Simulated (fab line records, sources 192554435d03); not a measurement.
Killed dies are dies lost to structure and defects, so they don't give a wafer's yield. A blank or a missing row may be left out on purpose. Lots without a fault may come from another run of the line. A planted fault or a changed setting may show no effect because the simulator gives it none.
Chamber matching | flow n5_finfet | N5_MOL_CONTACT_COAG_ETCH_47 on rie_diel-05: 4 sister chambers
The step etches SiNx in CH3F/O2, stops on W, target depth 27 nm. 18 wafers are shown with their chamber, then 9 later ones without.

WAFERS WITH THEIR CHAMBER
wafer  | chamber | throttle_valve_pct (%) | drypump_motor_current_A (A) | oes_product_au (a.u.)
L081.2 | 1       | 15.77                  | 5.79                        | 0.87
L081.3 | 3       | 16.67                  | 5.92                        | 0.61
L081.5 | 3       | 16.67                  | 5.92                        | 0.61
L083.2 | 2       | 16.44                  | 6.19                        | 0.76
L083.3 | 1       | 15.81                  | 5.79                        | 0.85
L083.5 | 2       | 16.45                  | 6.13                        | 0.76
L084.1 | 3       | 16.66                  | 5.88                        | 0.61
L084.4 | 1       | 15.80                  | 5.79                        | 0.85
L084.6 | 0       | 16.05                  | 5.56                        | 0.70
L088.2 | 2       | 16.47                  | 6.15                        | 0.74
L088.5 | 0       | 16.05                  | 5.58                        | 0.69
L088.6 | 2       | 16.45                  | 6.15                        | 0.74
L089.2 | 0       | 16.04                  | 5.58                        | 0.69
L089.4 | 2       | 16.46                  | 6.12                        | 0.74
L089.5 | 0       | 16.05                  | 5.59                        | 0.69
L090.2 | 1       | 15.82                  | 5.82                        | 0.80
L090.3 | 2       | 16.48                  | 6.11                        | 0.74
L090.4 | 0       | 16.06                  | 5.60                        | 0.69

SIGNATURES (means of the wafers above)
reading                 | chamber 0 | chamber 1 | chamber 2 | chamber 3 | scatter within a chamber
throttle_valve_pct      | 16.0500   | 15.8000   | 16.4583   | 16.6667   | 0.014
drypump_motor_current_A | 5.5820    | 5.7975    | 6.1417    | 5.9067    | 0.0219
oes_product_au          | 0.6920    | 0.8425    | 0.7467    | 0.6100    | 0.0153
Rule: a wafer's distance from a chamber is the root of the sum, over the readings, of the square of ((its reading less the chamber's mean) divided by the reading's scatter). The wafer belongs to the nearest chamber; if the next one is less than 2 further off, it can't be placed. The scatter: the root of (the sum of the squares of (reading less its chamber's mean) over the shown wafers, divided by (wafers less chambers)).

WAFERS WITHOUT THEIR CHAMBER
wafer  | throttle_valve_pct (%) | drypump_motor_current_A (A) | oes_product_au (a.u.)
L091.3 | 15.83                  | 5.79                        | 0.80
L091.4 | 16.05                  | 5.60                        | 0.69
L091.6 | 15.81                  | 5.81                        | 0.80
L095.1 | 15.85                  | 5.81                        | 0.78
L095.4 | 16.23                  | 5.89                        | 0.83
L095.5 | 15.85                  | 5.80                        | 0.78
L096.3 | 16.08                  | 5.53                        | 0.67
L096.5 | 16.08                  | 5.56                        | 0.67
L096.6 | 16.22                  | 5.89                        | 0.84

WHICH CHAMBER EACH WENT THROUGH
wafer  | from the rows above     | in truth
L091.3 | 1                       | 1
L091.4 | 0                       | 0
L091.6 | 1                       | 1
L095.1 | 1                       | 1
L095.4 | can't be placed: 2 or 0 | 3
L095.5 | 1                       | 1
L096.3 | 0                       | 0
L096.5 | 0                       | 0
L096.6 | can't be placed: 0 or 2 | 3
Placed correctly: 7 of 9. Can't be placed from these rows: 2 (the true chamber is among the candidates in 0). Placed wrongly: 0.
